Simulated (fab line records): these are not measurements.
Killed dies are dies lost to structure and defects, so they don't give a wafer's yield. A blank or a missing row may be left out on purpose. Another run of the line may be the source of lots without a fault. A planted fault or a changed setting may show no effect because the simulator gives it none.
A struck lot beside a sound one	flow n5 finfet	38 steps out of a route of 1938
Sound: these wafers, L735.1, L735.2, L735.4. Struck: wafer L747.4. (L747.1 of the same lot was not struck and is left out.) The cause comes at the end.
Order at every step that has rows: each side's tool, ch and its chambers, its first start. Under that, the readings that differ: sound wafers	struck wafers	difference of the means	sigmas: that difference in standard deviations of wafers without a fault.
alike: words and numbers the same on both sides, and readings whose means are apart by under 2 such deviations; not compared: readings that were withheld, readings missing a value for some wafer, numbers with overlapping values and no deviation given by the record, and bounds like >300 which may hide the same value.
A row with sigmas, a row that says differs or no value, or rows on one side alone: a step with any of these is where the two part. Numbers that have no deviation but don't overlap get no sigmas and don't part them. A reading that every wafer of one side lacks parts them only if that side has two wafers or more.

first, 9 steps without rows for these wafers: N5_BEOL_M4_ANNEAL_95 (time 240 s); N5_BEOL_M4_SPUTTER_96 (material Cu, target thk 4.5 nm, time 8.29 s); N5_BEOL_M4_ECD_50 (material Cu, target thk 300 nm); N5_BEOL_M4_ANNEAL_51 (time 90 s); N5_BEOL_M4_CMP_52 (polishes, stops on SiOC, t overpolish 6.8 s, target thk 40 nm); N5_BEOL_M4_PRE_CLEAN_60 (time 15 s); N5_BEOL_M4_CO_CAP_55 (material Co, precursor CCTBA/H2, target thk 2 nm, time 102.1 s); N5_BEOL_M4_PRE_CLEAN_56 (time 15 s); N5_BEOL_M4_DEP_57 (deposits SiCN from 3MS/NH3, target thk 8 nm, time 14 s).
N5_BEOL_M4_RC_MEAS_101:
  sound on prober-02 ch 0, day 7 15:40; struck on prober-01 ch 0, day 10 20:19
  alike: DIBL_N, DIBL_P, IOFF_N, IOFF_P, ION_N, ION_P, SS_N, SS_P, VT_N, VT_P
then, 24 steps without rows for these wafers: N5_BEOL_M5_ILD_DEP_00 (deposits SiCOH lowk from DEMS/porogen, target thk 140.64 nm, time 25.9 s); N5_BEOL_M5_CURE_79 (cures SiCOH lowk, time 240 s); N5_BEOL_M5_PECVD_70 (deposits SiO2 from TEOS/O2, target thk 16 nm, time 18 s); N5_BEOL_M5_HM_DEP_02 (deposits TiN, target thk 20 nm); N5_BEOL_M5_COAT_59 (time 60 s, resist thk 60 nm); N5_BEOL_M5_COAT_60 (time 60 s, resist thk 12 nm); N5_BEOL_M5_COAT_71 (time 60 s, resist thk 5 nm); N5_BEOL_M5_COAT_05 (resist thk 30 nm); N5_BEOL_M5_EBR_07; N5_BEOL_M5_SOFTBAKE_06 (time 60 s); N5_BEOL_M5_EXPOSE_08 (exposes mask M5, target cd 28 nm); N5_BEOL_M5_PEB_09 (peb time 60 s); N5_BEOL_M5_DEVELOP_10 (develop time 30 s); N5_BEOL_M5_DESCUM_16 (chemistry O2, time 7 s); N5_BEOL_M5_ETCH_72 (etches underlayer in N2/H2, target depth 6.5 nm, time 5.2 s); N5_BEOL_M5_ETCH_61 (etches SiARC in CF4, target depth 15.6 nm, time 26 s); N5_BEOL_M5_ETCH_62 (etches SOC in N2/H2, target depth 75 nm, overetch 15 nm, time 112.5 s); N5_BEOL_M5_STRIP_63 (strips in N2/H2); N5_BEOL_M5_STRIP_73 (strips in N2/H2); N5_BEOL_M5_STRIP_64 (strips in CF4); N5_BEOL_M5_HM_OPEN_17 (chemistry Cl2/BCl3, target TiN, target depth 20 nm, overetch 6 nm); N5_BEOL_M5_STRIP_19 (strips in O2); N5_BEOL_M5_COAT_65 (time 60 s, resist thk 60 nm); N5_BEOL_M5_COAT_66 (time 60 s, resist thk 12 nm).
-- a jump in the record: the struck wafers' starts before and after are 3 days apart (it breaks off in module BEOL_M5 and resumes in module BEOL_M13, where the first step shown is number 1710 of the route) --
N5_BEOL_M13_CMP_49: polishes, stops on SiOC, t overpolish 17.1 s, target thk 420 nm.
  sound on cmp-04 ch 0,2,3, day 10 18:50; struck on cmp-04 ch 2, day 13 14:02
reading	sound	struck	difference	sigmas
barrier field endpoint s (s)	29.4 30.5 30.3	61.5	+31.4	+41
overpolish run s (s)	17.111 17.097 17.089	0.034	-17.065	-99 or more
  alike: edge zone pressure frac, motor current A
N5_BEOL_M13_THK_MEAS_50: measures by xrf.
  sound on film metro-02 at day 10 19:05; struck on film metro-02 at day 13 14:19
reading	sound	struck	difference	sigmas
M13_THK (nm)	428 425 425	807	+381	+66
N5_BEOL_M13_INSPECT_55: inspects for defects (darkfield).
  sound on defect inspect-01 at day 10 19:14; struck on defect inspect-02 at day 13 14:29
reading	sound	struck	difference	sigmas
raw defect count	64 53 51	3122	+3066	+99 or more
N5_PASSIVATION_PROBE_49:
  sound on prober-02 at day 12 00:28; struck on prober-01 at day 14 14:32
reading	sound	struck	difference	sigmas
defect limited yield (%)	92.5 90.8 93.8	0	-92	-62
killed_at_M4_up	17 14 7	1093	+1080	+99 or more
killed dies	89 108 73	1180	+1090	+64
killed on rim	9 10 12	152	+142	+32
sort n pass	1091 1072 1107	0	-1090	-64
sort yield pct (%)	92.5 90.8 93.8	0	-92	-62
  alike: killed_at_M0_to_M3, killed at contacts, killed at front end, killed at other, killed open, killed short, sort_bin_5_function, sort_bin_6_memory

## WHERE THEY PART
Last at N5_PASSIVATION_PROBE_49 as far as this record goes, first at N5_BEOL_M13_CMP_49.

WHY: whatever the simulator had introduced
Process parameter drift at N5_BEOL_M13_CMP_49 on cmp-04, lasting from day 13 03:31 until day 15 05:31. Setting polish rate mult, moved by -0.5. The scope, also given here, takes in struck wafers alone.
